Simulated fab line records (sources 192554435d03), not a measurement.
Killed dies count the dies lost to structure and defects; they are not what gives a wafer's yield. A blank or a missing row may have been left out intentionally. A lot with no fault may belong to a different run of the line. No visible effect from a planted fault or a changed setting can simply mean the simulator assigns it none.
Which of the tools did it? + flow n5_finfet + 10 lots, 30 wafers sampled, at 5 steps of a route of 1938

## WHAT EACH GAUGE READ, for each wafer
N5_SD_EPI_N_INSPECT_11: inspects for defects (macro). Usual: raw_defect_count reads 2.1 (standard deviation 1.4).
| lot  | measured    | on                | raw_defect_count | flag |
|------|-------------|-------------------|------------------|------|
| L730 | day 3 22:01 | defect_inspect-02 | 1 6 2            |      |
| L732 | day 4 09:18 | defect_inspect-01 | 3 2 1            |      |
| L733 | day 4 13:25 | defect_inspect-01 | 3 3 2            |      |
| L734 | day 4 22:24 | defect_inspect-02 | 1 1 3            |      |
| L741 | day 6 15:59 | defect_inspect-02 | 1 2 4            |      |
| L742 | day 7 01:32 | defect_inspect-02 | 2 1 2            |      |
| L744 | day 7 10:33 | defect_inspect-02 | 0 3 3            |      |
| L745 | day 7 13:13 | defect_inspect-01 | 1 5 3            |      |
| L749 | day 8 12:42 | defect_inspect-01 | 3 1 1            |      |
| L750 | day 8 18:27 | defect_inspect-01 | 1 1 2            |      |

N5_SD_EPI_P_EPI_MEAS_23. Usual: thk_nm reads 61.0 nm (standard deviation 1.2).
| lot  | measured    | on            | thk_nm (nm)    | flag |
|------|-------------|---------------|----------------|------|
| L730 | day 4 08:05 | film_metro-02 | 60.4 62.5 58.1 |      |
| L732 | day 4 19:13 | film_metro-01 | 62.6 63.5 60.2 |      |
| L733 | day 4 22:26 | film_metro-01 | 58.8 59.4 59.9 |      |
| L734 | day 5 09:21 | film_metro-01 | 60.9 58.4 60.3 |      |
| L741 | day 6 23:53 | film_metro-01 | 61.4 61.5 60.3 |      |
| L742 | day 7 09:52 | film_metro-01 | 59.8 61.4 61.8 |      |
| L744 | day 7 18:52 | film_metro-02 | 59.4 58.7 60.8 |      |
| L745 | day 7 21:44 | film_metro-02 | 59.6 59.6 60.2 |      |
| L749 | day 9 00:01 | film_metro-02 | 62.0 62.7 62.4 |      |
| L750 | day 9 02:59 | film_metro-01 | 62.2 61.0 61.2 |      |

N5_BEOL_M4_RC_MEAS_101. Usual: DIBL_N 36.0 mV/V, standard deviation 1.7; DIBL_P 36.0 mV/V, standard deviation 2; IOFF_N 0.156 nA/um, standard deviation 0.028; IOFF_P 0.21 nA/um, standard deviation 0.04; ION_N 673 uA/um, standard deviation 12; ION_P 463 uA/um, standard deviation 8.3; SS_N 71.4 mV/dec, standard deviation 0.6; SS_P 73.3 mV/dec, standard deviation 0.66; VT_N 250 mV, standard deviation 3; VT_P -250 mV, standard deviation 3.8.
| lot  | measured     | on        | DIBL_N (mV/V)  | DIBL_P (mV/V)  | IOFF_N (nA/um)    | IOFF_P (nA/um) | ION_N (uA/um) | ION_P (uA/um) | SS_N (mV/dec)  | SS_P (mV/dec)  | VT_N (mV)   | VT_P (mV)      | flag |
|------|--------------|-----------|----------------|----------------|-------------------|----------------|---------------|---------------|----------------|----------------|-------------|----------------|------|
| L730 | day 8 11:33  | prober-02 | 36.9 36.9 34.7 | 36.3 35.9 34.3 | 0.167 0.153 0.123 | 0.18 0.18 0.16 | 677 660 672   | 461 448 457   | 71.3 71.9 70.7 | 73.6 73.7 72.6 | 250 255 254 | -254 -255 -254 |      |
| L732 | day 8 22:27  | prober-01 | 34.8 37.8 35.3 | 33.7 38.1 34.2 | 0.118 0.169 0.136 | 0.18 0.24 0.18 | 652 669 672   | 454 465 463   | 71.3 72.4 71.1 | 73.1 73.7 72.9 | 255 250 250 | -252 -246 -252 |      |
| L733 | day 9 11:20  | prober-02 | 39.3 36.9 38.1 | 39.6 36.2 36.6 | 0.205 0.154 0.160 | 0.27 0.21 0.21 | 676 662 662   | 471 456 455   | 72.0 71.2 71.5 | 75.0 74.1 74.0 | 248 254 254 | -247 -253 -254 |      |
| L734 | day 9 17:29  | prober-01 | 36.7 38.2 37.4 | 35.6 37.2 36.1 | 0.160 0.192 0.167 | 0.20 0.23 0.21 | 682 669 680   | 462 458 463   | 72.3 71.8 71.4 | 72.7 73.3 73.8 | 249 245 247 | -252 -249 -249 |      |
| L741 | day 11 05:07 | prober-01 | 35.5 37.3 37.1 | 34.7 36.9 37.1 | 0.141 0.182 0.174 | 0.20 0.23 0.24 | 656 684 688   | 460 472 467   | 70.8 71.4 71.6 | 73.3 72.7 73.9 | 254 249 249 | -251 -248 -248 |      |
| L742 | day 11 14:01 | prober-02 | 38.0 36.2 33.9 | 39.2 36.7 34.5 | 0.202 0.174 0.133 | 0.22 0.19 0.16 | 691 681 667   | 464 458 457   | 72.0 71.3 70.4 | 74.4 73.9 73.4 | 245 248 251 | -251 -252 -256 |      |
| L744 | day 12 10:09 | prober-02 | 38.8 37.1 37.9 | 38.5 36.2 36.2 | 0.179 0.156 0.163 | 0.24 0.22 0.22 | 675 687 672   | 463 470 460   | 71.9 71.3 71.2 | 73.6 72.2 72.9 | 249 248 251 | -250 -248 -249 |      |
| L745 | day 12 11:52 | prober-01 | 34.1 33.2 32.0 | 35.3 33.7 32.7 | 0.130 0.116 0.098 | 0.16 0.15 0.13 | 660 672 652   | 447 451 450   | 71.4 71.2 70.7 | 72.9 72.9 72.6 | 252 251 257 | -257 -256 -257 |      |
| L749 | day 13 10:40 | prober-01 | 35.1 36.1 35.9 | 35.2 36.0 36.8 | 0.132 0.156 0.150 | 0.16 0.18 0.19 | 676 674 680   | 463 461 462   | 70.9 71.5 71.0 | 72.4 73.2 72.9 | 251 250 251 | -254 -256 -253 |      |
| L750 | day 14 00:35 | prober-02 | 36.8 36.1 36.3 | 37.8 37.0 36.7 | 0.184 0.167 0.166 | 0.23 0.21 0.21 | 694 684 680   | 471 464 459   | 71.0 71.1 71.8 | 73.2 72.9 73.4 | 246 248 247 | -249 -251 -253 |      |

## TOOL THAT RAN EACH LOT (tool first, then ch and the chambers of the sampled wafers, then the start)
| lot  | N5_DUMMY_GATE_ETCH_32           | N5_SD_EPI_P_ETCH_36               |
|------|---------------------------------|-----------------------------------|
| L730 | rie_si-01 ch 0,1, day 3 19:07   | rie_diel-05 ch 2,3, day 4 03:37   |
| L732 | rie_si-03 ch 1,2,3, day 4 07:43 | rie_diel-02 ch 0,3, day 4 14:34   |
| L733 | rie_si-06 ch 0,2,3, day 4 11:39 | rie_diel-05 ch 0,2,3, day 4 18:05 |
| L734 | rie_si-06 ch 0,2,3, day 4 20:51 | rie_diel-05 ch 0,2,3, day 5 05:00 |
| L741 | rie_si-06 ch 0,1,2, day 6 14:34 | rie_diel-05 ch 1,2, day 6 20:22   |
| L742 | rie_si-01 ch 0,2,3, day 7 00:04 | rie_diel-05 ch 2,3, day 7 06:21   |
| L744 | rie_si-06 ch 0,2,3, day 7 09:00 | rie_diel-05 ch 1,2, day 7 15:22   |
| L745 | rie_si-03 ch 0,3, day 7 11:38   | rie_diel-04 ch 0,2,3, day 7 18:13 |
| L749 | rie_si-01 ch 0,1,2, day 8 09:54 | rie_diel-04 ch 1,2,3, day 8 20:30 |
| L750 | rie_si-03 ch 0,1,3, day 8 16:55 | rie_diel-02 ch 1,2, day 8 23:28   |
- N5_DUMMY_GATE_ETCH_32: etches SiO2 in CF4, target depth 3.5 nm, time 3.9 s.
- N5_SD_EPI_P_ETCH_36: etches SiARC in CF4, target depth 45.5 nm, time 75.8 s.

## WHAT THE TOOLS THEMSELVES READ (means of the sampled wafers that have a number; where no wafer has one, the mark that the record gives instead)
N5_DUMMY_GATE_ETCH_32. Usual: drypump_motor_current_A 5.5 A, standard deviation 0.46; oes_product_au 0.996 a.u., standard deviation 0.018; throttle_valve_pct 21.90 %, standard deviation 0.27.
| lot  | tool      | drypump_motor_current_A (A) | oes_product_au (a.u.) | throttle_valve_pct (%) | flag |
|------|-----------|-----------------------------|-----------------------|------------------------|------|
| L730 | rie_si-01 | 5.2                         | 0.982                 | 21.77                  |      |
| L732 | rie_si-03 | 5.7                         | 0.995                 | 21.85                  |      |
| L733 | rie_si-06 | 5.8                         | 0.994                 | 21.80                  |      |
| L734 | rie_si-06 | 5.8                         | 1.003                 | 21.80                  |      |
| L741 | rie_si-06 | 5.6                         | 1.004                 | 21.74                  |      |
| L742 | rie_si-01 | 5.5                         | 1.007                 | 21.95                  |      |
| L744 | rie_si-06 | 5.8                         | 0.993                 | 21.79                  |      |
| L745 | rie_si-03 | 5.4                         | 1.008                 | 21.89                  |      |
| L749 | rie_si-01 | 5.5                         | 0.992                 | 21.99                  |      |
| L750 | rie_si-03 | 5.6                         | 0.990                 | 21.95                  |      |

N5_SD_EPI_P_ETCH_36. Usual: drypump_motor_current_A 5.9 A, standard deviation 0.5; etch_rf_on_time_s 76.2 s, standard deviation 1.6; oes_product_au 0.68 a.u., standard deviation 0.075; rf_vpp_V 183.8 V, standard deviation 1.1; showerhead_plenum_p_Torr 2.13 Torr, standard deviation 0.066; throttle_valve_pct 15.56 %, standard deviation 0.19.
| lot  | tool        | drypump_motor_current_A (A) | etch_rf_on_time_s (s) | oes_product_au (a.u.) | rf_vpp_V (V) | showerhead_plenum_p_Torr (Torr) | throttle_valve_pct (%) | flag |
|------|-------------|-----------------------------|-----------------------|-----------------------|--------------|---------------------------------|------------------------|------|
| L730 | rie_diel-05 | 6.4                         | 76.6                  | 0.76                  | 183.2        | 2.09                            | 15.43                  |      |
| L732 | rie_diel-02 | 5.5                         | 74.7                  | 0.63                  | 183.2        | 2.07                            | 15.68                  |      |
| L733 | rie_diel-05 | 6.1                         | 76.4                  | 0.72                  | 183.9        | 2.14                            | 15.48                  |      |
| L734 | rie_diel-05 | 6.1                         | 76.3                  | 0.72                  | 183.9        | 2.14                            | 15.49                  |      |
| L741 | rie_diel-05 | 6.2                         | 99.8                  | 0.70                  | 183.6        | 2.10                            | 15.52                  | OFF  |
| L742 | rie_diel-05 | 6.3                         | 101.9                 | 0.68                  | 183.1        | 2.08                            | 15.49                  | OFF  |
| L744 | rie_diel-05 | 5.9                         | 98.6                  | 0.67                  | 183.2        | 2.08                            | 15.51                  | OFF  |
| L745 | rie_diel-04 | 5.5                         | 75.7                  | 0.67                  | 184.2        | 2.23                            | 15.62                  |      |
| L749 | rie_diel-04 | 5.5                         | 75.2                  | 0.66                  | 184.4        | 2.23                            | 15.49                  |      |
| L750 | rie_diel-02 | 6.3                         | 78.1                  | 0.78                  | 182.9        | 2.14                            | 15.61                  |      |

## THE ANSWER, worked out from the rows above alone
Rule: lot off if the mean of its wafers having a number is beyond 3 standard deviations from the usual mean. Also off: a lot with no number at a reading for which 4 or more lots have one. Where the step has rows for the other lots, those lots are counted as sound. After the gauges, taken in route order, come the tools' own readings; for these a lot's mean is taken, as printed above. The first step at which some lot is off is used, and at that step the reading that is off furthest; a lot without a number counts as furthest.
Off: L741, L742, L744 (N5_SD_EPI_P_ETCH_36, etch_rf_on_time_s).
If a tool, at that step or one of the process steps before it, ran each lot that is off and ran no sound lot following the first of them, it fits. One fits: rie_diel-05 at N5_SD_EPI_P_ETCH_36. Its last sound lot is L734 (day 5 05:00), its first lot that is off L741 (day 6 20:22): a fault that began between those two fits.
The tool's own readings at N5_SD_EPI_P_ETCH_36 bear it out: on the lots that are off they differ by more than 5 times the standard deviation of the sound lots' means. etch_rf_on_time_s reads 100.1 s there against 76.1 s on the sound lots.

## WHAT WAS PUT IN BY THE SIMULATOR
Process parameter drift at N5_SD_EPI_P_ETCH_36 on rie_diel-05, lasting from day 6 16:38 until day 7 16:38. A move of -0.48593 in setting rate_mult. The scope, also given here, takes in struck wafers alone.
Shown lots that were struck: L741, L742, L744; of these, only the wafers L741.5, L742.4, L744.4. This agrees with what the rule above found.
